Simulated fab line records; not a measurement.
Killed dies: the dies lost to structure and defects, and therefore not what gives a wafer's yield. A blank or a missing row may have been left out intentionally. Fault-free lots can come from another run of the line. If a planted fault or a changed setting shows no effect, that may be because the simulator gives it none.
Split-lot study | flow n5_finfet | 21 wafers read from 7 lots, route of 1938 steps

## ABOUT THE SPLIT
At N5_BEOL_M7_COAT_71 (time 60 s, resist thk 5 nm), the setting spin_rpm was moved away from the recipe's 1500 rpm on 7 of the 21 wafers read, by -11.1% to +5.4%. For the rest of the wafers, this setting stayed at what the recipe calls for.

## FROM THE SPLIT TO THE READING: what the file shows between them, 5 steps
- N5_BEOL_M7_EXPOSE_25: exposes mask V6, target cd 40 nm (also split here: dose_mj)
- N5_BEOL_M7_PEB_26: peb time 60 s
- N5_BEOL_M7_DEVELOP_27: develop time 30 s
- N5_BEOL_M7_CD_MEAS_28: target cd 40 nm
- N5_BEOL_M7_DESCUM_33: chemistry O2, time 7 s

## THE READING
etch.depth_nm (the simulator's own value, which no gauge read), in nm, at N5_BEOL_M7_ETCH_72 (etches underlayer in N2/H2, target depth 6.5 nm, time 5.2 s). The file does not state a usual value for it. Average 4.999 nm, standard deviation 0.012 nm, over the 14 wafers here run with the recipe.

wafer  | tool, chamber at the split | spin_rpm as run, rpm | against the recipe | etch.depth_nm, nm | against lot-mates on the recipe
L075.2 | litho_track-03, 0          | 1500                 | recipe             | 4.98              | -
L075.3 | litho_track-03, 0          | 1500                 | recipe             | 5.005             | -
L075.4 | litho_track-03, 0          | 1500                 | recipe             | 5.001             | -
L077.4 | litho_track-03, 0          | 1500                 | recipe             | 4.997             | -
L077.5 | litho_track-03, 0          | 1581                 | +5.4%              | 4.872             | -0.128
L077.6 | litho_track-03, 0          | 1500                 | recipe             | 5.003             | -
L079.4 | litho_track-02, 0          | 1500                 | recipe             | 5.011             | -
L079.5 | litho_track-02, 0          | 1500                 | recipe             | 5.016             | -
L079.6 | litho_track-02, 0          | 1500                 | recipe             | 5.011             | -
L085.2 | litho_track-03, 0          | 1500                 | recipe             | 4.993             | -
L085.4 | litho_track-03, 0          | 1334                 | -11.1%             | 5.305             | +0.311
L085.6 | litho_track-03, 0          | 1500                 | recipe             | 4.995             | -
L086.2 | litho_track-02, 0          | 1500                 | recipe             | 4.972             | -
L086.4 | litho_track-02, 0          | 1415                 | -5.7%              | 5.14              | +0.168
L086.5 | litho_track-02, 0          | 1415                 | -5.7%              | 5.126             | +0.154
L088.2 | litho_track-01, 0          | 1500                 | recipe             | 5.004             | -
L088.5 | litho_track-01, 0          | 1358                 | -9.5%              | 5.262             | +0.266
L088.6 | litho_track-01, 0          | 1500                 | recipe             | 4.989             | -
L097.1 | litho_track-01, 0          | 1500                 | recipe             | 5.003             | -
L097.3 | litho_track-01, 0          | 1445                 | -3.7%              | 5.097             | +0.094
L097.6 | litho_track-01, 0          | 1445                 | -3.7%              | 5.092             | +0.089

FIT RESULTS
A straight line over all 21 wafers: etch.depth_nm changes by -0.0264 nm for each +1% of spin_rpm; r = -0.99; the points scatter about the line by 0.013 nm.
The same after taking each lot's own level away (the mean of its wafers on the recipe; 21 wafers): -0.0274 nm for each +1%; r = -1.00; scatter 0.0083 nm.
Per that fit: largest spin_rpm move, reading shift of 0.3 nm.
Measured against the standard deviation above, the lots' own levels, which go from 4.9720 to 5.0127 nm, span 3.5 times it.
Consequently the slope shifts little with the lot-to-lot level, the two slopes agreeing.
Check: +0.3 nm against its lot-mates is what the line predicts for one of the wafers moved furthest among these (-11.1%) when that wafer is left out of the fit. Against them it came out at +0.311 nm.

## ADDITIONAL SPLITS CARRIED BY THESE WAFERS
Before the reading, these wafers also passed through other splits. Each is held against what the fit with the lots' levels taken away leaves over:
other split on the same wafers | wafers away from the commonest value | r with etch.depth_nm (lot level and that fit taken away)
N5_BEOL_M6_COAT_60 spin_rpm    | 5                                    | +0.07
N5_BEOL_M7_EXPOSE_25 dose_mj   | 11                                   | +0.37

## THE WHOLE CHAIN: every reading that the file lists as answering this split, in the file's order
step               | what it does                                                | reading                                                                            | change (the file's fit)                | r (the file's)
N5_BEOL_M7_ETCH_72 | etches underlayer in N2/H2, target depth 6.5 nm, time 5.2 s | CAR-EUV_of_BEOL_M7_COAT_22.thk_nm (the simulator's own value, which no gauge read) | +0.0402 nm for each +1% of the setting | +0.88
N5_BEOL_M7_ETCH_72 | etches underlayer in N2/H2, target depth 6.5 nm, time 5.2 s | etch.depth_nm (the simulator's own value, which no gauge read)                     | -0.0275 nm for each +1% of the setting | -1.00

## THE FILE'S OWN FIT
etch.depth_nm changes by -0.0275 nm for each +1% of spin_rpm, r = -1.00.
